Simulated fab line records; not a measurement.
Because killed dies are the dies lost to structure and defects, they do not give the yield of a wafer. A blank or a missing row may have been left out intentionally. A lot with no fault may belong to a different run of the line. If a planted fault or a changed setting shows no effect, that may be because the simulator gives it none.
fab line records	flow nandHarc
[record] lots = 5	wafers = 15	lastDay = 33
route steps=1302 shown THIN_TSV@1261 END@1301
lots untouched by any fault: they come from a run of this same line in which no faults occurred
startH: start of the lot's first displayed wafer, in hours after the record's first day	waitH: hours elapsed since this lot's preceding step	" the same as in the row above	L1.1+2: one row covering several wafers at once	- no value, or no start given	* or withheld: withheld	< > ~ a bound
route shown NAME@n: a module of which the file shows steps, and the number in the route of the first	usual: mean and standard deviation over wafers with no fault	same: alike in all rows	chamber/n: place in a boat	sites: readings site by site	_std_site: the standard deviation of these	_edge_site: inner sites' mean taken away from outer sites' mean	radiusMm: for every site, how far away it sits from the centre of the wafer	mask NAME#n: copy n	behind: the tool/chamber that last shaped the wafer	hold: cause of the lot's hold/its duration in hours/its outcome	device: transistor that didn't switch, given as n, p or np	end of line: tests of these same wafers at the route's end	a step with no rows: only its recipe	killed: dies that structure and defects cost at the first sort, which is not the same as the wafer's yield	map: the dies of a wafer, with x for killed, . for not killed, _ for no die there
set.NAME: the run value of the setting; set.NAME@STEP: its run value at that earlier step	model.NAME: the simulator's own value behind a step, which no gauge read
lots seen at some steps along the route; tables by step, rows by wafer
services: a tool's chamber out of use, with start hour (startH, from the record's first day; less than 0 if before it), hours out, and reason
[[steps]]
[step NHARC_THIN_TSV_DESCUM_14]
[recipe] timeS = 3	o2FlowSccm = 200	arFlowSccm = 0	biasPowerW = 0	chemistry = O2
[step NHARC_THIN_TSV_ETCH_44]
[recipe] targetDepthA = 15942	timeS = 797.1	cf4FlowSccm = 150	o2FlowSccm = 10	arFlowSccm = 0	rfW = 300	biasW = 800	chemistry = CF4/O2
[step NHARC_THIN_TSV_ETCH_15]
[recipe] targetDepthA = 30000	boschTargetOveretchCycles = 2	boschEtchStepS = 2.8	boschDepStepS = 1.2	boschCycles = 14
[usual] drypumpMotorCurrentA = 5.9/0.41
lot.wafer	tool	chamber	startH	waitH	drypumpMotorCurrentA	rfHoursCounterH
L255.3	rieSi-02	0	564.27	-	6.0	0.5
L255.4	"	1	"	"	5.9	0.6
L255.6	"	3	"	"	6.2	-
L259.1	rieSi-02	0	609.48	-	6.0	0.7
L259.4	"	2	"	"	5.3	1.0
L259.6	"	3	"	"	6.3	-
L269.1	rieSi-02	1	703.32	-	5.9	0.3
L269.3	"	2	"	"	5.3	0.5
L269.4	"	0	"	"	6.0	0.3
L274.3	rieSi-02	0	757.34	-	6.0	0.5
L274.4	"	2	"	"	5.3	0.8
L274.6	"	3	"	"	6.3	-
L275.4	rieSi-06	0	759.74	-	5.4	0.9
L275.3	"	1	"	"	5.4	0.9
L275.6	"	2	"	"	6.1	-
[step NHARC_THIN_TSV_CD_MEAS_16]
[usual] cdNm = 999.2/1.9
lot.wafer	tool	chamber	startH	waitH	cdNm
L255.3	cdSem-02	-	564.41	0.1	1000.4
L255.4	"	-	"	"	1000.2
L255.6	"	-	"	"	999.5
L259.1	cdSem-03	-	609.61	0.1	998.3
L259.4	"	-	"	"	999.7
L259.6	"	-	"	"	998.1
L269.1	cdSem-01	-	703.46	0.1	1001.1
L269.3	"	-	"	"	999.0
L269.4	"	-	"	"	999.5
L274.3	cdSem-02	-	757.48	0.1	997.2
L274.4	"	-	"	"	996.9
L274.6	"	-	"	"	996.2
L275.3	cdSem-02	-	759.86	0.1	997.0
L275.4	"	-	"	"	995.7
L275.6	"	-	"	"	996.2
[step NHARC_THIN_TSV_STRIP_45]
[recipe] powerW = 1500	tempC = 250	chemistry = O2
[step NHARC_THIN_TSV_STRIP_46]
[recipe] timeS = 1200	tempC = 72.5	chemistry = postEtchResidueRemover
[step NHARC_THIN_TSV_DEP_47]
[recipe] targetThkA = 2000	tempC = withheld	pressureTorr = 6.5	rfW = 900	teosFlowSccm = 161.4	flowSccm = 2650	targetThkNm = 200	gas = O2	material = SiO2
[step NHARC_THIN_TSV_ETCHBACK_48]
[recipe] targetDepthA = 10285	overEtchFrac = 0.3	timeS = 405.17	ionEnergyEv = 250	c4f8FlowSccm = withheld	arFlowSccm = withheld	rfW = 600	biasW = 300	chemistry = C4F8/Ar
[step NHARC_THIN_TSV_STRIP_62]
[recipe] powerW = 1500	tempC = 250	timeS = 20	chemistry = N2/H2
[step NHARC_THIN_TSV_DEGAS_49]
[recipe] tempC = 300	timeS = 120
[step NHARC_THIN_TSV_PRE_CLEAN_50]
[recipe] timeS = 30	tempC = 280	gas = H2/He
[step NHARC_THIN_TSV_PVD_19]
[recipe] targetThkA = 200	chamberPressurePa = 5	material = TaN
[step NHARC_THIN_TSV_PVD_51]
[recipe] targetThkA = 1000	chamberPressurePa = 5	material = Cu
[usual] chamberPressurePa = 5.001/0.0097	throttleValvePct = 30.0/1.1
lot.wafer	tool	chamber	startH	waitH	chamberPressurePa	throttleValvePct
L255.3	pvdSputter-01	-	566.52	-	4.995	30.4
L255.4	"	-	"	"	5.006	30.4
L255.6	"	-	"	"	5.014	30.0
L259.4	pvdSputter-01	-	611.72	-	4.989	30.5
L259.1	"	-	"	"	5.012	30.5
L259.6	"	-	"	"	4.987	30.8
L269.3	pvdSputter-02	-	705.62	-	4.992	30.9
L269.4	"	-	"	"	4.996	31.0
L269.1	"	-	"	"	4.988	29.7
L274.4	pvdSputter-03	-	759.55	-	5.006	28.7
L274.3	"	-	"	"	5.000	28.7
L274.6	"	-	"	"	5.002	31.9
L275.3	pvdSputter-03	-	761.97	-	5.004	28.4
L275.4	"	-	"	"	4.992	31.7
L275.6	"	-	"	"	5.011	28.6
[step NHARC_THIN_TSV_ECD_20]
[recipe] targetThkA = 20000	material = Cu
[step NHARC_THIN_TSV_ANNEAL_52]
[recipe] tempC = 225	timeS = 90
[step NHARC_THIN_TSV_CMP_21]
[recipe] tOverpolishS = 30	targetThkNm = 2000
[usual] motorCurrentA = 12.3/1	overpolishRunS = 30.002/0.0093
lot.wafer	tool	chamber	startH	waitH	motorCurrentA	overpolishRunS
L255.4	cmp-01	0	567.83	-	10.9	29.991
L255.3	"	1	"	"	12.7	29.988
L255.6	"	3	"	"	13.9	29.996
L259.4	cmp-03	1	612.96	-	12.1	29.992
L259.1	"	3	"	"	10.7	29.997
L259.6	"	2	"	"	12.0	29.997
L269.1	cmp-03	1	706.87	-	11.5	30.003
L269.3	"	2	"	"	12.9	30.003
L269.4	"	3	"	"	10.1	29.995
L274.3	cmp-02	1	760.81	-	12.0	30.002
L274.4	"	0	"	"	13.1	30.003
L274.6	"	2	"	"	13.3	30.026
L275.4	cmp-03	2	763.23	-	11.9	29.993
L275.3	"	1	"	"	12.4	30.017
L275.6	"	2	"	"	12.4	29.994
[step NHARC_THIN_TSV_SRD_23]
[step NHARC_THIN_TSV_DEGAS_53]
[recipe] tempC = 300	timeS = 60
[usual] heaterPowerW = 462/44
lot.wafer	tool	chamber	startH	waitH	heaterPowerW
L255.3	pvdSputter-03	-	568.27	0.1	458
L255.4	"	-	"	"	429
L255.6	"	-	"	"	561
L259.1	pvdSputter-01	-	613.42	0.1	469
L259.4	"	-	"	"	414
L259.6	"	-	"	"	416
L269.4	pvdSputter-02	-	707.34	0.1	456
L269.3	"	-	"	"	503
L269.1	"	-	"	"	389
L274.3	pvdSputter-02	-	761.26	0.1	463
L274.4	"	-	"	"	396
L274.6	"	-	"	"	447
L275.4	pvdSputter-02	-	763.70	0.1	399
L275.3	"	-	"	"	476
L275.6	"	-	"	"	397
[step NHARC_THIN_TSV_PRE_CLEAN_54]
[recipe] timeS = 30	tempC = 280	gas = H2/He
[usual] heaterPowerW = 405/39
lot.wafer	tool	chamber	startH	waitH	heaterPowerW
L255.3	pvdSputter-03	-	568.34	0.1	447
L255.4	"	-	"	"	380
L255.6	"	-	"	"	455
L259.4	pvdSputter-01	-	613.50	0.0	429
L259.1	"	-	"	"	374
L259.6	"	-	"	"	435
L269.4	pvdSputter-02	-	707.41	0.1	396
L269.3	"	-	"	"	353
L269.1	"	-	"	"	424
L274.3	pvdSputter-02	-	761.35	0.1	453
L274.4	"	-	"	"	349
L274.6	"	-	"	"	452
L275.3	pvdSputter-02	-	763.77	0.1	457
L275.4	"	-	"	"	410
L275.6	"	-	"	"	354
[step NHARC_THIN_TSV_PVD_55]
[recipe] targetThkA = 500	material = TiN
[step NHARC_THIN_TSV_PVD_24]
[recipe] targetThkA = 8000	powerW = withheld	chamberPressurePa = withheld	substrateTempC = withheld	timeS = withheld	gas = Ar	material = Al
[step NHARC_THIN_TSV_DEHYDRATE_25]
[recipe] tempC = 150	timeS = 120
[step NHARC_THIN_TSV_HMDS_26]
[recipe] timeS = 30
[step NHARC_THIN_TSV_COAT_27]
[recipe] spinRpm = *
[step NHARC_THIN_TSV_SOFTBAKE_28]
[recipe] tempC = 122	timeS = 95
[step NHARC_THIN_TSV_EBR_29]
[step NHARC_THIN_TSV_EXPOSE_30]
[recipe] na = 0.55	doseMj = 11.47	maskId = PAD
[step NHARC_THIN_TSV_PEB_31]
[recipe] pebTempC = 118	pebTimeS = 85
[step NHARC_THIN_TSV_DEVELOP_32]
[recipe] timeS = 70
[step NHARC_THIN_TSV_CD_MEAS_33]
[recipe] targetCdNm = 5000	landingEnergyEv = 500
[usual] cdNm = 4999.8/1.9
lot.wafer	tool	chamber	startH	waitH	cdNm
L255.3	cdSem-02	0	569.41	-	4999.2
L255.4	"	0	"	"	5001.8
L255.6	"	0	"	"	4999.1
L259.1	cdSem-01	0	614.43	-	4999.2
L259.4	"	0	"	"	5001.2
L259.6	"	0	"	"	5000.2
L269.1	cdSem-03	0	708.48	-	4998.2
L269.3	"	0	"	"	5001.6
L269.4	"	0	"	"	4997.3
L274.3	cdSem-03	0	762.40	-	5001.5
L274.4	"	0	"	"	4998.0
L274.6	"	0	"	"	4996.8
L275.3	cdSem-01	0	764.84	-	5002.0
L275.4	"	0	"	"	4998.3
L275.6	"	0	"	"	5002.2
[step NHARC_THIN_TSV_HARDBAKE_34]
[recipe] tempC = 125	timeS = 80
[step NHARC_THIN_TSV_DESCUM_35]
[recipe] timeS = 3	o2FlowSccm = 200	arFlowSccm = 0	biasPowerW = 0	chemistry = O2
[step NHARC_THIN_TSV_ETCH_59]
[recipe] targetDepthA = 8800	icpW = 900	biasW = 100	Cl2_flow_sccm = 60	bcl3FlowSccm = 30	timeS = 138.1	chemistry = Cl2/BCl3
[step NHARC_THIN_TSV_ETCH_36]
[recipe] targetDepthA = 650	overEtchFrac = 0.3	timeS = 18.571	ionEnergyEv = 150	chemistry = Cl2/BCl3
[usual] drypumpMotorCurrentA = 5.93/0.26	oesProductAu = 1.001/0.013
lot.wafer	tool	chamber	startH	waitH	drypumpMotorCurrentA	oesProductAu	rfHoursCounterH
L255.3	rieMetal-01	0	569.97	0.2	6.22	1.002	-
L255.4	"	1	"	"	5.89	1.001	-
L255.6	"	0	"	"	6.25	1.001	-
L259.1	rieMetal-02	0	614.97	0.2	5.82	1.007	2.6
L259.4	"	0	"	"	5.83	1.005	-
L259.6	"	0	"	"	5.84	1.007	-
L269.1	rieMetal-01	1	709.03	0.2	5.90	1.027	2.0
L269.4	"	0	"	"	6.25	0.989	-
L269.3	"	1	"	"	5.92	1.019	-
L274.4	rieMetal-01	0	762.96	0.1	6.25	0.990	-
L274.3	"	1	"	"	5.91	1.011	-
L274.6	"	1	"	"	5.89	1.003	-
L275.3	rieMetal-02	1	765.39	0.1	5.61	0.985	-
L275.4	"	0	"	"	5.81	1.009	-
L275.6	"	1	"	"	5.62	0.991	-
[step NHARC_THIN_TSV_STRIP_56]
[recipe] powerW = 1500	tempC = 250	chemistry = O2
[step NHARC_THIN_TSV_STRIP_57]
[recipe] timeS = 1200	tempC = 72.5	chemistry = postEtchResidueRemover
[step NHARC_THIN_TSV_CD_MEAS_37]
[usual] cdNm = 4998.9/2.9
lot.wafer	tool	chamber	startH	waitH	cdNm
L255.3	cdSem-01	-	570.84	-	4998.2
L255.4	"	-	"	"	5001.3
L255.6	"	-	"	"	4997.6
L259.1	cdSem-03	-	615.87	-	4996.1
L259.4	"	-	"	"	5000.4
L259.6	"	-	"	"	4996.8
L269.1	cdSem-02	-	709.92	-	4997.6
L269.3	"	-	"	"	5001.2
L269.4	"	-	"	"	4995.9
L274.3	cdSem-03	-	763.85	-	4997.7
L274.4	"	-	"	"	4996.7
L274.6	"	-	"	"	4992.8
L275.3	cdSem-01	-	766.28	-	5000.1
L275.4	"	-	"	"	4992.7
L275.6	"	-	"	"	4997.9
[step NHARC_THIN_TSV_ANNEAL_58]
[recipe] tempC = 400	timeS = 1800
[step NHARC_THIN_TSV_INSPECT_40]
[usual] rawDefectCount = 540/96
lot.wafer	tool	chamber	startH	waitH	rawDefectCount
L255.3	defectInspect-02	-	576.62	0.4	601
L255.4	"	-	"	"	735
L255.6	"	-	"	"	624
L259.1	defectInspect-02	-	620.39	0.4	537
L259.4	"	-	"	"	521
L259.6	"	-	"	"	540
L269.1	defectInspect-02	-	713.63	0.4	475
L269.3	"	-	"	"	429
L269.4	"	-	"	"	415
L274.3	defectInspect-02	-	768.39	0.4	480
L274.4	"	-	"	"	484
L274.6	"	-	"	"	419
L275.3	defectInspect-02	-	768.40	0.4	489
L275.4	"	-	"	"	616
L275.6	"	-	"	"	457
[step NHARC_END_WLT_00]
[usual] VT_DECK1_BOTTOM = 0.871/0.0076	VT_DECK1_BOTTOM_INNER = 0.872/0.0075	VT_DECK1_MEDIAN_NEAR_BOTTOM = 0.872/0.0079	VT_DECK1_MEDIAN_NEAR_BOTTOM_INNER = 0.873/0.007	VT_DECK1_MIDDLE = 0.884/0.0073	VT_DECK1_MIDDLE_INNER = 0.884/0.0069	VT_DECK1_TOP = 0.895/0.007	VT_DECK1_TOP_INNER = 0.896/0.0074	VT_DECK2_BOTTOM = 0.872/0.0064	VT_DECK2_BOTTOM_INNER = 0.871/0.0066	VT_DECK2_MEDIAN_NEAR_BOTTOM = 0.872/0.0065	VT_DECK2_MEDIAN_NEAR_BOTTOM_INNER = 0.873/0.0073	VT_DECK2_MIDDLE = 0.885/0.0061	VT_DECK2_MIDDLE_INNER = 0.886/0.0068	VT_DECK2_TOP = 0.896/0.0064	VT_DECK2_TOP_INNER = 0.896/0.0064
lot.wafer	tool	chamber	startH	waitH	VT_DECK1_BOTTOM	VT_DECK1_BOTTOM_INNER	VT_DECK1_MEDIAN_NEAR_BOTTOM	VT_DECK1_MEDIAN_NEAR_BOTTOM_INNER	VT_DECK1_MIDDLE	VT_DECK1_MIDDLE_INNER	VT_DECK1_TOP	VT_DECK1_TOP_INNER	VT_DECK2_BOTTOM	VT_DECK2_BOTTOM_INNER	VT_DECK2_MEDIAN_NEAR_BOTTOM	VT_DECK2_MEDIAN_NEAR_BOTTOM_INNER	VT_DECK2_MIDDLE	VT_DECK2_MIDDLE_INNER	VT_DECK2_TOP	VT_DECK2_TOP_INNER
L255.3	prober-01	-	577.66	1.0	0.877	0.869	0.871	0.881	0.886	0.880	0.891	0.890	0.864	0.876	0.873	0.877	0.886	0.889	0.894	0.888
L255.4	"	-	"	"	0.876	0.869	0.868	0.872	0.883	0.881	0.898	0.896	0.872	0.869	0.864	0.872	0.886	0.884	0.896	0.890
L255.6	"	-	"	"	0.863	0.872	0.861	0.865	0.892	0.879	0.889	0.892	0.870	0.873	0.873	0.871	0.882	0.880	0.887	0.889
L259.1	prober-01	-	620.43	0.0	0.882	0.874	0.880	0.878	0.889	0.893	0.899	0.905	0.863	0.866	0.868	0.861	0.877	0.878	0.889	0.891
L259.6	"	-	622.97	2.6	0.872	0.872	0.864	0.879	0.895	0.887	0.904	0.904	0.868	0.872	0.865	0.864	0.878	0.871	0.890	0.890
L269.1	prober-01	-	721.45	7.8	0.874	0.871	0.873	0.871	0.882	0.888	0.896	0.894	0.878	0.875	0.873	0.881	0.886	0.893	0.896	0.905
L269.3	"	-	"	"	0.865	0.863	0.868	0.865	0.882	0.876	0.898	0.891	0.882	0.881	0.876	0.885	0.898	0.891	0.897	0.899
L269.4	"	-	"	"	0.870	0.864	0.883	0.873	0.881	0.887	0.895	0.891	0.877	0.868	0.871	0.865	0.893	0.896	0.897	0.898
L274.3	prober-01	-	769.43	1.0	0.889	0.884	0.889	0.888	0.896	0.889	0.909	0.907	0.864	0.862	0.860	0.871	0.883	0.887	0.897	0.893
L274.4	"	-	"	"	0.883	0.885	0.881	0.882	0.898	0.891	0.909	0.907	0.869	0.867	0.868	0.870	0.887	0.883	0.888	0.897
L274.6	"	-	770.93	2.5	0.880	0.880	0.887	0.887	0.897	0.893	0.909	0.908	0.867	0.867	0.871	0.875	0.887	0.886	0.904	0.893
L275.3	prober-01	-	777.21	8.8	0.871	0.864	0.878	0.863	0.873	0.882	0.901	0.894	0.870	0.881	0.880	0.878	0.888	0.901	0.908	0.901
L275.4	"	-	"	"	0.860	0.869	0.867	0.862	0.872	0.874	0.887	0.893	0.876	0.876	0.878	0.875	0.885	0.894	0.894	0.897
L275.6	"	-	778.71	10.3	0.867	0.873	0.877	0.863	0.885	0.877	0.890	0.889	0.881	0.878	0.881	0.886	0.893	0.883	0.903	0.897
[step NHARC_END_SORT_01]
[recipe] tempC = 25
[usual] defectLimitedYield = 91.6/2.8	killedAtArray = 53/19	killedAtOther = 0.8/1.2	killedAtPeriphery = 3.7/2.3	killedDies = 57/19	killedOpen = 3.2/1.7	killedShort = 2.6/1.8	sort_bin_2_pct = 3.0/1.2	sort_bin_3_pct = 0.7/0.4	sort_bin_4_pct = 4.8/1.5	sortNPass = 620/19	sortRimYieldPct = 90/4.8	sortYieldPct = 91.6/2.8
[same] grossDies = 677	sort_bin_5_pct[%] = 0	sort_bin_6_pct[%] = 0	sort_bin_7_pct[%] = 0	sort_bin_8_pct[%] = 0	sortRimNGross = 106.00
lot.wafer	tool	chamber	startH	waitH	defectLimitedYield[%]	killedAtArray	killedAtOther	killedAtPeriphery	killedDies	killedOpen	killedShort	sort_bin_2_pct[%]	sort_bin_3_pct[%]	sort_bin_4_pct[%]	sortNPass	sortRimYieldPct[%]	sortYieldPct[%]
L259.4	prober-01	0	625.86	3.4	0.1	75	601	0	676	4	4	92.5	1.5	5.9	1	0	0.1
// killed by level:class
L259.4 THIN_TSV:areaPvd=601 A_CHANNEL_HOLE_D1:chamberFilmFlake=22 A_CHANNEL_HOLE_D2:chamberFilmFlake=20 A_SLIT:chamberFilmFlake=15 A_BLC:chamberFilmFlake=6 A_STAIRCASE:chamberFilmFlake=2 A_CONTACT:chamberFilmFlake=2 A_SOURCE_PLATE:geometricParticle:short=1
// map L259.4 (x killed, . not)
____________x____________
_________xxxxxxx_________
_______xxxxxxxxxxx_______
______xxxxxxxxxxxxx______
_____xxxxxxxxxxxxxxx_____
____xxxxxxxxxxxxxxxxx____
____xxxxxxxxxxxxxxxxx____
___xxxxxxxxxxxxxxxxxxx___
___xxxxxxxxxxxxxxxxxxx___
__xxxxxxxxxxxxxxxxxxxxx__
__xxxxxxxxxxxxxxxxxxxxx__
_xxxxxxxxxxxxxxxxxxxxxxx_
_xxxxxxxxxxxxxxxxxxxxxxx_
_xxxxxxxxxxxxxxxxxxxxxxx_
_xxxxxx.xxxxxxxxxxxxxxxx_
_xxxxxxxxxxxxxxxxxxxxxxx_
xxxxxxxxxxxxxxxxxxxxxxxxx
xxxxxxxxxxxxxxxxxxxxxxxxx
xxxxxxxxxxxxxxxxxxxxxxxxx
xxxxxxxxxxxxxxxxxxxxxxxxx
xxxxxxxxxxxxxxxxxxxxxxxxx
_xxxxxxxxxxxxxxxxxxxxxxx_
_xxxxxxxxxxxxxxxxxxxxxxx_
_xxxxxxxxxxxxxxxxxxxxxxx_
_xxxxxxxxxxxxxxxxxxxxxxx_
_xxxxxxxxxxxxxxxxxxxxxxx_
__xxxxxxxxxxxxxxxxxxxxx__
__xxxxxxxxxxxxxxxxxxxxx__
___xxxxxxxxxxxxxxxxxxx___
___xxxxxxxxxxxxxxxxxxx___
____xxxxxxxxxxxxxxxxx____
____xxxxxxxxxxxxxxxxx____
_____xxxxxxxxxxxxxxx_____
______xxxxxxxxxxxxx______
_______xxxxxxxxxxx_______
_________xxxxxxx_________
____________x____________
// map L255.4 (x killed, . not)
____________.____________
_________......._________
_______..........._______
______.............______
_____..............._____
____.....x...........____
____.................____
___...................___
___...................___
__.................x...__
__...............x.....__
_......................._
_......................._
_.....................x._
_......................x_
_..........x............_
.....................x...
...x.xx.............xx.x.
......x.x.x........xx.x..
....x.x.............xx...
...x.xx.x..........xxxxx.
_...xxx...........xxxxxx_
_..xxxxxx..........xxxxx_
_xx.xxx......x......xxxx_
_...xxx...........xxxxx._
_.....xx...........x.xxx_
__......x..............__
__..................xx.__
___...................___
___...................___
____..........x......____
____.................____
_____..............._____
______.............______
_______..........._______
_________......._________
____________.____________
[[services]]
tool	chamber	startH	hours	kind
rieSi-02	0	556.97	3.7	repair
cmp-03	-	557.57	4.0	pm
pvdSputter-02	-	559.35	4.8	repair
cmp-03	-	567.55	0.5	repair
rieMetal-01	-	575.05	9.0	pm
pvdSputter-01	-	582.00	10.0	pm
rieMetal-02	1	587.84	4.7	repair
cmp-03	-	589.68	6.2	repair
pvdSputter-01	-	599.31	5.2	repair
cmp-03	-	612.66	0.2	repair
pvdSputter-03	-	622.75	2.2	repair
rieMetal-02	-	631.00	9.0	pm
rieSi-02	-	631.00	9.0	pm
pvdSputter-02	-	638.00	10.0	pm
rieSi-02	3	654.30	8.5	repair
cmp-03	-	655.57	4.0	pm
pvdSputter-03	-	670.08	3.7	repair
cmp-03	-	681.67	0.6	repair
cmp-03	-	688.73	3.7	repair
pvdSputter-03	-	704.18	10.0	pm
pvdSputter-01	-	733.25	1.5	repair
rieMetal-01	-	752.05	9.0	pm
cmp-03	-	753.57	4.0	pm
pvdSputter-01	-	760.00	10.0	pm
[[key]]
[firstSign] step = NHARC_END_SORT_01	reading = killedAtOther	direction = up	sigmas = 99+	usual = 0.8	struck = 601
[effect] step = NHARC_END_SORT_01	reading = sort_bin_2_pct	direction = up	sigmas = 73	usual = 3.0	struck = 92.5
[moreKillsBornAt] NHARC_THIN_TSV_PVD_51@pvdSputter-01 = 601
metAt NHARC_THIN_TSV_PVD_51
struckWafers L259.4
laterRowsLeftOut L259.4
onsetBetween 566.52 611.72
[fault] kind = processParameterDrift	tool = pvdSputter-01	chamber = -	onsetH = 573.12	steps = NHARC_THIN_TSV_PVD_51	channel = targetThkA	offset = *	shape = step	endH = 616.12	actsIn = *	stated = *	scope = struckWafersOnly
// laterRowsLeftOut: the simulator's readings of these wafers behind a module that went badly wrong aren't trusted and aren't shown, but for the sort
